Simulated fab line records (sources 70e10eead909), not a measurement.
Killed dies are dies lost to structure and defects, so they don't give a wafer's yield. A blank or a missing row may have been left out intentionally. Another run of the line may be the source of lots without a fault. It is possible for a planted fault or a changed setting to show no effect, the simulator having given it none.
Struck lot and sound lot, side by side + flow nand-harc + 15 steps out of a route of 1302
Sound: wafers L913.2, L913.4, L913.5. The struck wafers were L907.1, L907.2, L907.3. The cause comes at the end.
At each step with rows: each side's tool, then ch and its chambers, then its first start. Under that, the readings that differ: sound wafers + struck wafers + difference of the means + sigmas: that difference in standard deviations of wafers without a fault.
alike: readings with means less than 2 such deviations apart, plus words and numbers identical on both sides. not compared: withheld readings, readings lacking a value on some wafer, bounds such as >300 that could conceal the same value, and numbers that have no deviation in the record and whose values overlap.
Wherever a step has rows on one side only, a row that says differs or no value, or a row with sigmas, the two part there. Non-overlapping numbers with no deviation appear without sigmas and do not part them. Lack of a reading on every wafer of one side parts them only where that side has two or more wafers.

NHARC_A_CHANNEL_HOLE_D2_ETCH_26: etches the open film in C4F8/O2/Ar, time 224.1 s, target depth 300 nm.
  sound on har-etch-02 ch 0, day 20 02:55; struck on har-etch-01 ch 0,1, day 18 03:52
  alike: bias-v, drypump-motor-current-A, showerhead-plenum-p-Torr, throttle-valve-pct
  not compared: rf-hours-counter-h
NHARC_A_CHANNEL_HOLE_D2_ETCH_27: etches the open film in C4F8/O2/Ar, time 90 s, target depth 400 nm.
  sound on har-etch-02 ch 0, day 20 03:07; struck on har-etch-01 ch 0,1, day 18 04:03
  alike: bias-v, drypump-motor-current-A, showerhead-plenum-p-Torr, throttle-valve-pct
  not compared: rf-hours-counter-h
then, 3 steps without rows for these wafers: NHARC_A_CHANNEL_HOLE_D2_STRIP_41 (strips in N2/H2); NHARC_A_CHANNEL_HOLE_D2_STRIP_42 (strips in CF4/CHF3); NHARC_A_CHANNEL_HOLE_D2_STRIP_43 (strips in O2/COS).
NHARC_A_CHANNEL_HOLE_D2_ETCH_44: etches the open film in CF4/O2, target depth 140 nm, overetch 14 nm, time 77 s.
  sound on rie-diel-04 ch 0,2, day 20 03:52; struck on rie-diel-09 ch 0,2,3, day 18 04:48
  alike: drypump-motor-current-A, oes-product-au, rf-vpp-V, showerhead-plenum-p-Torr, throttle-valve-pct
  not compared: rf-hours-counter-h
NHARC_A_CHANNEL_HOLE_D2_STRIP_28: strips in O2.
  sound on rie-diel-04 ch 0,2; struck on rie-diel-09 ch 0,2,3
  alike: drypump-motor-current-A, oes-product-au, rf-vpp-V, showerhead-plenum-p-Torr, throttle-valve-pct
  not compared: rf-hours-counter-h
then, 2 steps without rows for these wafers: NHARC_A_CHANNEL_HOLE_D2_PRECLEAN_29 (cleans in SC1); NHARC_A_CHANNEL_HOLE_D2_SRD_30.
NHARC_A_CHANNEL_HOLE_D2_CD_MEAS_31:
  sound on cd-sem-02 at day 20 04:40; struck on cd-sem-01 at day 18 05:35
  alike: cd-nm
NHARC_A_CHANNEL_HOLE_D2_XSEM_32:
  sound on xsem-01 ch 0, day 20 04:44; struck on xsem-01 ch 0, day 18 05:41
| reading     | sound          | struck         | difference | sigmas |
|-------------|----------------|----------------|------------|--------|
| bow-nm (nm) | 8.38 8.36 8.36 | 8.95 8.99 9.06 | +0.63      | +2     |
  alike: bot-cd-nm, tilt-deg
NHARC_A_CHANNEL_HOLE_D2_INSPECT_40:
  sound on defect-inspect-01 at day 20 04:50; struck on defect-inspect-01 at day 18 05:46
  alike: raw-defect-count
NHARC_A_CHANNEL_FILL_D2_PRECLEAN_00: cleans in SC1.
  sound on wet-bench-04 ch 0,1,4, day 20 04:53; struck on wet-bench-02 ch 1,2,7, day 18 05:50
  no value came back on the struck wafers for bath-age-min, bath-guard-temp-C (C), diw-flow-mL-min; on the sound wafers bath-age-min reads 0 0 0
following that, these wafers have no rows for 1 step: NHARC_A_CHANNEL_FILL_D2_SRD_01.
-- record jumps: 11 days between struck wafers' starts before vs after; left off in module A_CHANNEL_FILL_D2, resumes in module END, first step shown is number 1302 of the route --
NHARC_END_SORT_01:
  sound on prober-01 ch 0, day 30 20:11; struck on prober-02 ch 0, day 29 08:04
  alike: killed-at-array, killed-at-other, killed-at-periphery, killed-dies, killed-open, killed-short

WHERE THEY PART
At NHARC_A_CHANNEL_HOLE_D2_XSEM_32 first; at NHARC_A_CHANNEL_FILL_D2_PRECLEAN_00 last (within this record only). Later steps at which nothing parts them and some readings are alike: NHARC_END_SORT_01.

WHY: whatever the simulator had introduced
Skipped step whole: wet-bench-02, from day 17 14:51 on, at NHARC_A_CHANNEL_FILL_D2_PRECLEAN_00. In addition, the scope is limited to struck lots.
